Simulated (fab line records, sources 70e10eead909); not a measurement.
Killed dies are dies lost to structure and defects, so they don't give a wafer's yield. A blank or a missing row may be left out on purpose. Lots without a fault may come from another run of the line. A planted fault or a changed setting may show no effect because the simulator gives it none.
Chamber matching | flow nand_harc | NHARC_P_GATE_DESCUM_93 on rie_diel-03: 4 sister chambers
The step chemistry O2, time 3 s. 24 wafers are shown with their chamber, then 12 later ones without.

WAFERS WITH THEIR CHAMBER
wafer  | chamber | showerhead_plenum_p_Torr (Torr) | drypump_motor_current_A (A) | oes_product_au (a.u.)
L075.3 | 3       | 2.03                            | 4.8                         | 0.993
L075.4 | 0       | 1.98                            | 5.5                         | 0.993
L075.5 | 0       | 1.98                            | 5.5                         | 0.993
L078.2 | 1       | 1.81                            | 5.8                         | 1.011
L078.4 | 0       | 1.98                            | 5.5                         | 0.994
L078.6 | 1       | 1.81                            | 5.7                         | 1.007
L081.1 | 3       | 2.03                            | 4.8                         | 1.010
L081.2 | 1       | 1.81                            | 5.8                         | 1.006
L081.4 | 2       | 2.02                            | 6.0                         | 0.987
L083.1 | 1       | 1.81                            | 5.8                         | 1.011
L083.4 | 2       | 2.02                            | 6.0                         | 1.014
L083.6 | 2       | 2.02                            | 6.1                         | 1.012
L084.2 | 0       | 1.98                            | 5.5                         | 1.001
L084.3 | 3       | 2.03                            | 4.8                         | 0.988
L084.4 | 2       | 2.02                            | 6.1                         | 0.995
L084.1 | 1       | 1.81                            | 5.8                         | 1.016
L084.5 | 3       | 2.03                            | 4.8                         | 1.008
L084.6 | 0       | 1.98                            | 5.5                         | 0.999
L085.1 | 1       | 1.81                            | 5.8                         | 1.005
L085.3 | 3       | 2.03                            | 4.7                         | 0.999
L085.5 | 3       | 2.03                            | 4.8                         | 1.002
L089.2 | 1       | 1.81                            | 5.8                         | 1.000
L089.3 | 0       | 1.97                            | 5.5                         | 0.995
L089.5 | 1       | 1.81                            | 5.8                         | 1.012

SIGNATURES (means of the wafers above)
reading                  | chamber 0 | chamber 1 | chamber 2 | chamber 3 | scatter within a chamber
showerhead_plenum_p_Torr | 1.9783    | 1.8100    | 2.0200    | 2.0300    | 0.00204
drypump_motor_current_A  | 5.500     | 5.787     | 6.050     | 4.783     | 0.0368
oes_product_au           | 0.99583   | 1.00850   | 1.00200   | 1.00000   | 0.00745
Rule: a wafer's distance from a chamber is the root of the sum, over the readings, of the square of ((its reading less the chamber's mean) divided by the reading's scatter). The wafer belongs to the nearest chamber; if the next one is less than 2 further off, it can't be placed. The scatter: the root of (the sum of the squares of (reading less its chamber's mean) over the shown wafers, divided by (wafers less chambers)).

WAFERS WITHOUT THEIR CHAMBER
wafer  | showerhead_plenum_p_Torr (Torr) | drypump_motor_current_A (A) | oes_product_au (a.u.)
L090.1 | 2.03                            | 4.8                         | 1.016
L090.2 | 1.97                            | 5.5                         | 1.000
L090.6 | 2.03                            | 4.7                         | 1.005
L093.4 | 1.97                            | 5.5                         | 1.001
L093.5 | 2.03                            | 4.8                         | 1.010
L093.6 | 2.02                            | 6.1                         | 1.010
L096.2 | 1.81                            | 5.7                         | 1.015
L096.5 | 2.03                            | 4.8                         | 1.005
L096.6 | 1.97                            | 5.5                         | 1.003
L097.1 | 2.02                            | 6.1                         | 1.009
L097.2 | 2.03                            | 4.8                         | 0.999
L097.5 | 1.81                            | 5.8                         | 1.004

WHICH CHAMBER EACH WENT THROUGH
wafer  | from the rows above | in truth
L090.1 | 3                   | 3
L090.2 | 0                   | 0
L090.6 | 3                   | 3
L093.4 | 0                   | 0
L093.5 | 3                   | 3
L093.6 | 2                   | 2
L096.2 | 1                   | 1
L096.5 | 3                   | 3
L096.6 | 0                   | 0
L097.1 | 2                   | 2
L097.2 | 3                   | 3
L097.5 | 1                   | 1
Placed correctly: 12 of 12. Can't be placed from these rows: 0. Placed wrongly: 0.
